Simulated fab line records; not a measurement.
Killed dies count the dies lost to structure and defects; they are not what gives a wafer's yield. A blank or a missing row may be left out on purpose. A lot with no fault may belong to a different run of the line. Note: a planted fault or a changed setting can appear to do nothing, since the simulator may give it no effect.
fab line records / flow nand_harc
[record] lots = 6 wafers = 18 last_day = 26
route steps=1159 shown P_CONTACT@219 END@1159
lots with no fault: from the same line, run without faults
start_h: hours from the record's first day to the start of the lot's first wafer shown / wait_h: hours since the lot's step before / " unchanged from the row above / L1.1+2: one row covering several wafers at once / - no value, or no start given / * or withheld: withheld / < > ~ a bound
route shown NAME@n: names a module that has steps shown in the file, with the first one's number in the route / usual: the fault-free wafers' mean and standard deviation / same: alike in all rows / chamber/n: place in a boat / sites: readings site by site / _std_site: standard deviation of those values / _edge_site: outer sites' mean less inner sites' / radius_mm: how far each site lies from the wafer's centre / mask NAME#n: copy n / behind: the most recent tool/chamber to have shaped the wafer / hold: the reason the lot was held/the length of the hold in hours/how it ended / device: the n, p or np transistor that did not switch / end of line: the tests these same wafers got at the end of their route / a step given without rows: its recipe and nothing more / killed: the dies lost at the first sort to structure and to defects; this is not the yield of the wafer / map: the dies of a wafer, with x for killed, . for not killed, _ for no die there
set.NAME: the setting that was run; set.NAME@STEP: the one run at that earlier step / model.NAME: the simulator's own value behind a step, which no gauge read
certain route steps with their lots: each step a table, each wafer a row
services: from which hour (start_h, from the record's first day; less than 0 if before it) a tool's chamber was out of use, for how many hours, and why
[[steps]]
[step NHARC_P_CONTACT_CMP_01]
[recipe] target_thk_nm = 200 material = SiO2
[usual] motor_current_A = 12.1/1.2 slurry_flow_ml_min = 150.0/0.48
lot.wafer=L903.1 tool=cmp-03 chamber=1 start_h=117.13 wait_h=- motor_current_A=12.6 slurry_flow_ml_min=150.3
lot.wafer=L903.4 tool=cmp-03 chamber=2 start_h=117.13 wait_h=- motor_current_A=12.8 slurry_flow_ml_min=149.9
lot.wafer=L903.5 tool=cmp-03 chamber=1 start_h=117.13 wait_h=- motor_current_A=13.3 slurry_flow_ml_min=150.1
lot.wafer=L905.2 tool=cmp-03 chamber=2 start_h=125.56 wait_h=- motor_current_A=14.0 slurry_flow_ml_min=150.9
lot.wafer=L905.3 tool=cmp-03 chamber=3 start_h=125.56 wait_h=- motor_current_A=13.6 slurry_flow_ml_min=149.6
lot.wafer=L905.5 tool=cmp-03 chamber=3 start_h=125.56 wait_h=- motor_current_A=13.1 slurry_flow_ml_min=149.7
lot.wafer=L912.4 tool=cmp-03 chamber=1 start_h=163.91 wait_h=- motor_current_A=12.5 slurry_flow_ml_min=150.5
lot.wafer=L912.2 tool=cmp-03 chamber=2 start_h=163.91 wait_h=- motor_current_A=13.2 slurry_flow_ml_min=149.8
lot.wafer=L912.6 tool=cmp-03 chamber=0 start_h=163.91 wait_h=- motor_current_A=11.2 slurry_flow_ml_min=150.3
lot.wafer=L914.1 tool=cmp-01 chamber=0 start_h=191.34 wait_h=- motor_current_A=9.9 slurry_flow_ml_min=150.7
lot.wafer=L914.3 tool=cmp-01 chamber=1 start_h=191.34 wait_h=- motor_current_A=13.7 slurry_flow_ml_min=150.0
lot.wafer=L914.5 tool=cmp-01 chamber=2 start_h=191.34 wait_h=- motor_current_A=12.8 slurry_flow_ml_min=149.8
lot.wafer=L915.2 tool=cmp-02 chamber=1 start_h=196.85 wait_h=- motor_current_A=10.9 slurry_flow_ml_min=150.6
lot.wafer=L915.3 tool=cmp-02 chamber=2 start_h=196.85 wait_h=- motor_current_A=9.8 slurry_flow_ml_min=149.9
lot.wafer=L915.1 tool=cmp-02 chamber=3 start_h=196.85 wait_h=- motor_current_A=12.0 slurry_flow_ml_min=149.3
lot.wafer=L922.2 tool=cmp-03 chamber=3 start_h=228.23 wait_h=- motor_current_A=13.1 slurry_flow_ml_min=150.3
lot.wafer=L922.3 tool=cmp-03 chamber=0 start_h=228.23 wait_h=- motor_current_A=11.3 slurry_flow_ml_min=149.9
lot.wafer=L922.4 tool=cmp-03 chamber=2 start_h=228.23 wait_h=- motor_current_A=12.1 slurry_flow_ml_min=149.2
[step NHARC_P_CONTACT_SRD_03]
[step NHARC_P_CONTACT_DEHYDRATE_04]
[recipe] temp_c = 150 time_s = 120
[step NHARC_P_CONTACT_HMDS_05]
[recipe] time_s = 30
[step NHARC_P_CONTACT_COAT_33]
[recipe] temp_c = 260 time_s = 75
[step NHARC_P_CONTACT_COAT_34]
[recipe] temp_c = 225 time_s = 65
[step NHARC_P_CONTACT_COAT_06]
[recipe] spin_rpm = 1500 resist_thk_nm = 90
[step NHARC_P_CONTACT_SOFTBAKE_07]
[recipe] temp_c = 105 time_s = 55
[step NHARC_P_CONTACT_EBR_08]
[step NHARC_P_CONTACT_EXPOSE_09]
[recipe] na = 1.35 target_cd_nm = 90 dose_mj = 81.26 mask_id = P_CA
[step NHARC_P_CONTACT_PEB_10]
[recipe] peb_temp_c = 100 peb_time_s = 65
[step NHARC_P_CONTACT_DEVELOP_11]
[recipe] develop_time_s = 35 dev_temp_c = 23
[usual] developer_temp_C = 23.01/0.11
lot.wafer=L903.1 tool=litho_track-01 chamber=0 start_h=117 wait_h=- developer_temp_C=22.90
lot.wafer=L903.4 tool=litho_track-01 chamber=0 start_h=117 wait_h=- developer_temp_C=23.01
lot.wafer=L903.5 tool=litho_track-01 chamber=0 start_h=117 wait_h=- developer_temp_C=22.94
lot.wafer=L905.2 tool=litho_track-06 chamber=0 start_h=126 wait_h=- developer_temp_C=23.07
lot.wafer=L905.3 tool=litho_track-06 chamber=0 start_h=126 wait_h=- developer_temp_C=23.03
lot.wafer=L905.5 tool=litho_track-06 chamber=0 start_h=126 wait_h=- developer_temp_C=22.99
lot.wafer=L912.2 tool=litho_track-01 chamber=0 start_h=164 wait_h=- developer_temp_C=24.05
lot.wafer=L912.4 tool=litho_track-01 chamber=0 start_h=164 wait_h=- developer_temp_C=23.90
lot.wafer=L912.6 tool=litho_track-01 chamber=0 start_h=164 wait_h=- developer_temp_C=23.91
lot.wafer=L914.1 tool=litho_track-04 chamber=0 start_h=191 wait_h=- developer_temp_C=23.18
lot.wafer=L914.3 tool=litho_track-04 chamber=0 start_h=191 wait_h=- developer_temp_C=23.04
lot.wafer=L914.5 tool=litho_track-04 chamber=0 start_h=191 wait_h=- developer_temp_C=22.96
lot.wafer=L915.1 tool=litho_track-01 chamber=0 start_h=197 wait_h=- developer_temp_C=23.95
lot.wafer=L915.2 tool=litho_track-01 chamber=0 start_h=197 wait_h=- developer_temp_C=23.79
lot.wafer=L915.3 tool=litho_track-01 chamber=0 start_h=197 wait_h=- developer_temp_C=23.86
lot.wafer=L922.2 tool=litho_track-04 chamber=0 start_h=228 wait_h=- developer_temp_C=23.17
lot.wafer=L922.3 tool=litho_track-04 chamber=0 start_h=228 wait_h=- developer_temp_C=23.06
lot.wafer=L922.4 tool=litho_track-04 chamber=0 start_h=228 wait_h=- developer_temp_C=23.02
[step NHARC_P_CONTACT_CD_MEAS_12]
[recipe] target_cd_nm = 90 landing_energy_ev = 500
[usual] cd_nm = 89.7/0.53
lot.wafer=L903.1 tool=cd_sem-01 chamber=0 start_h=117.94 wait_h=- cd_nm=89.1
lot.wafer=L903.4 tool=cd_sem-01 chamber=0 start_h=117.94 wait_h=- cd_nm=89.5
lot.wafer=L903.5 tool=cd_sem-01 chamber=0 start_h=117.94 wait_h=- cd_nm=89.9
lot.wafer=L905.2 tool=cd_sem-01 chamber=0 start_h=126.40 wait_h=- cd_nm=89.6
lot.wafer=L905.3 tool=cd_sem-01 chamber=0 start_h=126.40 wait_h=- cd_nm=89.4
lot.wafer=L905.5 tool=cd_sem-01 chamber=0 start_h=126.40 wait_h=- cd_nm=89.8
lot.wafer=L912.2 tool=cd_sem-01 chamber=0 start_h=164.60 wait_h=- cd_nm=88.8
lot.wafer=L912.4 tool=cd_sem-01 chamber=0 start_h=164.60 wait_h=- cd_nm=89.8
lot.wafer=L912.6 tool=cd_sem-01 chamber=0 start_h=164.60 wait_h=- cd_nm=90.6
lot.wafer=L914.1 tool=cd_sem-03 chamber=0 start_h=191.99 wait_h=- cd_nm=88.5
lot.wafer=L914.3 tool=cd_sem-03 chamber=0 start_h=191.99 wait_h=- cd_nm=88.8
lot.wafer=L914.5 tool=cd_sem-03 chamber=0 start_h=191.99 wait_h=- cd_nm=89.3
lot.wafer=L915.1 tool=cd_sem-02 chamber=0 start_h=197.58 wait_h=- cd_nm=89.6
lot.wafer=L915.2 tool=cd_sem-02 chamber=0 start_h=197.58 wait_h=- cd_nm=90.0
lot.wafer=L915.3 tool=cd_sem-02 chamber=0 start_h=197.58 wait_h=- cd_nm=90.0
lot.wafer=L922.2 tool=cd_sem-03 chamber=0 start_h=228.94 wait_h=- cd_nm=89.8
lot.wafer=L922.3 tool=cd_sem-03 chamber=0 start_h=228.94 wait_h=- cd_nm=90.0
lot.wafer=L922.4 tool=cd_sem-03 chamber=0 start_h=228.94 wait_h=- cd_nm=89.7
[step NHARC_END_SORT_01]
[recipe] temp_c = 25
[usual] killed_at_array = 28/11 killed_at_other = 0.9/1.2 killed_at_periphery = 2.6/2.1 killed_dies = 31/11 killed_open = 3.1/1.7 killed_short = 1.9/1.3
[same] gross_dies = 677
lot.wafer=L912.2 tool=prober-02 chamber=0 start_h=565.41 wait_h=2.8 killed_at_array=38 killed_at_other=0 killed_at_periphery=4 killed_dies=42 killed_open=5 killed_short=3
lot.wafer=L912.4 tool=prober-02 chamber=0 start_h=567.00 wait_h=3.4 killed_at_array=37 killed_at_other=0 killed_at_periphery=0 killed_dies=37 killed_open=6 killed_short=1
lot.wafer=L912.6 tool=prober-02 chamber=0 start_h=568.59 wait_h=4.0 killed_at_array=31 killed_at_other=1 killed_at_periphery=1 killed_dies=33 killed_open=2 killed_short=2
// killed by level:class
L912.2 A_CHANNEL_HOLE_D1:chamber_film_flake=17 A_CONTACT:chamber_film_flake=7 A_M0:chamber_film_flake=6 A_STAIRCASE:chamber_film_flake=2 P_CONTACT:geometric_particle:open=1 P_CONTACT:geometric_particle:short=1 P_M0:geometric_particle:open=1 A_ONON_D1:geometric_particle:short=1
L912.4 A_CHANNEL_HOLE_D1:chamber_film_flake=20 A_CONTACT:chamber_film_flake=9 A_CONTACT:geometric_particle:open=3 A_ONON_D1:geometric_particle:open=1 A_CHANNEL_FILL_D1:geometric_particle:short=1 A_WL_FILL:geometric_particle:open=1 A_M0:geometric_particle:open=1 A_WL_FILL:chamber_film_flake=1
L912.6 A_CHANNEL_HOLE_D1:chamber_film_flake=20 A_CONTACT:chamber_film_flake=6 A_SGD_CUT:geometric_particle:short=2 A_STAIRCASE:chamber_film_flake=2 P_CONTACT:geometric_particle:open=1 A_M0:geometric_particle:open=1 THIN_TSV:chamber_film_flake=1
[[services]]
tool=cmp-01 chamber=- start_h=106.56 hours=4.0 kind=pm
tool=cmp-02 chamber=- start_h=106.82 hours=2.3 kind=repair
tool=cmp-01 chamber=- start_h=110.56 hours=- kind=consumable_replace:conditioner
tool=cmp-01 chamber=- start_h=110.56 hours=- kind=consumable_replace:pad
tool=litho_track-06 chamber=- start_h=117.00 hours=7.0 kind=pm
tool=cmp-01 chamber=- start_h=122.47 hours=1.8 kind=repair
tool=cmp-02 chamber=- start_h=128.50 hours=4.0 kind=pm
tool=cmp-02 chamber=- start_h=132.50 hours=- kind=consumable_replace:conditioner
tool=cmp-02 chamber=- start_h=132.50 hours=- kind=consumable_replace:pad
tool=litho_track-04 chamber=- start_h=141.00 hours=7.0 kind=pm
tool=cmp-03 chamber=- start_h=156.00 hours=4.0 kind=pm
tool=cmp-03 chamber=- start_h=160.00 hours=- kind=consumable_replace:conditioner
tool=cmp-03 chamber=- start_h=160.00 hours=- kind=consumable_replace:pad
tool=cmp-03 chamber=- start_h=160.02 hours=0.3 kind=repair
tool=cmp-02 chamber=- start_h=185.28 hours=1.5 kind=repair
tool=cmp-01 chamber=- start_h=198.27 hours=10.9 kind=repair
tool=cmp-01 chamber=- start_h=213.17 hours=- kind=consumable_replace:conditioner
tool=cmp-01 chamber=- start_h=213.17 hours=- kind=consumable_replace:pad
tool=cmp-01 chamber=- start_h=217.85 hours=2.2 kind=repair
tool=cmp-02 chamber=- start_h=226.50 hours=4.0 kind=pm
[[key]]
[first_sign] step = NHARC_P_CONTACT_DEVELOP_11 reading = developer_temp_C direction = up sigmas = 8.1 usual = * struck = *
effect none on later readings
met_at NHARC_P_CONTACT_DEVELOP_11
struck_wafers L912.2,L912.4,L912.6,L915.1,L915.2,L915.3
tester_left_out L912,L915
onset_between 117 164
[fault] kind = process_parameter_drift tool = litho_track-01 chamber = - onset_h = 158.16 steps = NHARC_P_CONTACT_DEVELOP_11 channel = dev_temp_c offset = * shape = step end_h = 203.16 acts_in = * stated = *
// tester_left_out: of these lots the tester's yield and bins aren't shown, on N5 and GAA mostly nor the transistor test; their killed dies are dies lost to structure and defects alone, not to doping, threshold or leakage, so they don't give the yield
